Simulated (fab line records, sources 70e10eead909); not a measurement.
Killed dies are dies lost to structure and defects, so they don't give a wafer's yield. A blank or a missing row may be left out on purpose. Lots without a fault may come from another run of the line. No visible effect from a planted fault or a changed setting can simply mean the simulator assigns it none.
A struck lot beside a sound one    flow nandHarc    14 out of 1302 route steps
Sound: the wafers L318.1, L318.2, L318.4. Struck: wafers L328.1, L328.4. (L328.5 of the same lot was not struck and is left out.) The cause comes at the end.
Each step with rows lists, per side, the tool, then ch with its chambers, then its first start. Under that, the readings that differ: sound wafers    struck wafers    difference of the means    sigmas: that difference in standard deviations of wafers without a fault.
alike: a reading whose means differ by less than 2 such deviations, as well as words and numbers matching on both sides. not compared: withheld readings; readings where some wafer has no value; bounds like >300 that might hide an equal value; numbers whose values overlap and for which the record gives no deviation.
Wherever a step has rows on one side only, a row that says differs or no value, or a row with sigmas, the two part there. Numbers that don't overlap but have no deviation are shown without sigmas and don't part them. A reading that every wafer of one side lacks parts them only if that side has two wafers or more.

first, 1 step without rows for these wafers: NHARC_A_CONTACT_ETCH_138 (etches the open film in C4F8/O2/Ar, time 311 s, target depth 1914 nm).
NHARC_A_CONTACT_ETCH_139: etches the open film in C4F8/O2/Ar, time 195 s, target depth 840 nm.
  sound on harCapEtch-01 ch 0,1, day 24 18:32; struck on harCapEtch-02 ch 0,1, day 28 18:01
  not compared: rfHoursCounterH
NHARC_A_CONTACT_ETCH_92: etches the open film in CH3F/O2, target depth 40 nm, time 85.7 s.
  sound on rieDiel-04 ch 1,2,3, day 24 19:05; struck on rieDiel-13 ch 0,2, day 28 18:34
reading              sound  struck  difference  sigmas
rfHoursCounterH (h)  5 5 5  41 46   +38         
  alike: drypumpMotorCurrentA, oesProductAu, rfVppV, showerheadPlenumPTorr, throttleValvePct
NHARC_A_CONTACT_ETCH_98: etches the open film in C4F6/O2, target depth 20 nm, time 10 s.
  sound on rieDiel-04 ch 0,1,3; struck on rieDiel-13 ch 1,2
reading              sound  struck  difference  sigmas
rfHoursCounterH (h)  5 5 5  41 42   +36         
  alike: drypumpMotorCurrentA, oesProductAu, rfVppV, showerheadPlenumPTorr, throttleValvePct
NHARC_A_CONTACT_CD_MEAS_15:
  sound on cdSem-01, day 24 19:19; struck on cdSem-02, day 28 18:47
reading    sound              struck       difference  sigmas
cdNm (nm)  191.0 190.8 190.5  189.7 189.0  -1.4        -2
then, 3 steps without rows for these wafers: NHARC_A_CONTACT_STRIP_107 (strips in N2/H2); NHARC_A_CONTACT_STRIP_108 (strips in CF4/CHF3); NHARC_A_CONTACT_STRIP_109 (strips in O2/COS).
NHARC_A_CONTACT_ETCH_110: etches the open film in CF4/O2, target depth 60 nm, overetch 6 nm, time 33 s.
  sound on rieDiel-04 ch 0,1,2, day 24 19:50; struck on rieDiel-13 ch 2,3, day 28 19:05
reading              sound  struck  difference  sigmas
rfHoursCounterH (h)  6 5 5  41 53   +42         
  alike: drypumpMotorCurrentA, oes_ar_750_au, oesProductAu, rfVppV, showerheadPlenumPTorr, throttleValvePct
then, 2 steps without rows for these wafers: NHARC_A_CONTACT_STRIP_26 (strips in O2); NHARC_A_CONTACT_STRIP_27 (strips in post etch residue remover, time 600 s).
NHARC_A_CONTACT_ALD_18: deposits TiN, target thk 3 nm, pulse time 1 s, ald cycles 150.
  sound on aldMetal-04 ch 1,2,3, day 24 20:30; struck on aldMetal-01 ch 2,3, day 28 19:44
reading             sound     struck   difference  sigmas
sinceWetCleanH (h)  89 89 89  132 132  +43         
  alike: heaterPowerW, precursorPulseHeightRel
NHARC_A_CONTACT_CVD_19: deposits W, target thk 300 nm, time 802 s.
  sound on cvdW-02 ch 0,1, day 24 20:41; struck on cvdW-02 ch 0, day 28 19:56
  alike: chamberPressureTorr, heaterPowerW, throttleValvePct
  not compared: sinceWetCleanH
NHARC_A_CONTACT_CMP_20: polishes, t overpolish 30 s, target thk 300 nm.
  sound on cmp-01 ch 1,2,3, day 24 21:36; struck on cmp-01 ch 1,3, day 28 20:50
reading              sound           struck     difference  sigmas
timeToEndpointS (s)  60.0 60.5 61.0  21.7 20.9  -39.2       -14
  alike: motorCurrentA, overpolishRunS

WHERE THEY PART
First at NHARC_A_CONTACT_CD_MEAS_15; last, within this record, at NHARC_A_CONTACT_CMP_20.

WHY: whatever the simulator had introduced
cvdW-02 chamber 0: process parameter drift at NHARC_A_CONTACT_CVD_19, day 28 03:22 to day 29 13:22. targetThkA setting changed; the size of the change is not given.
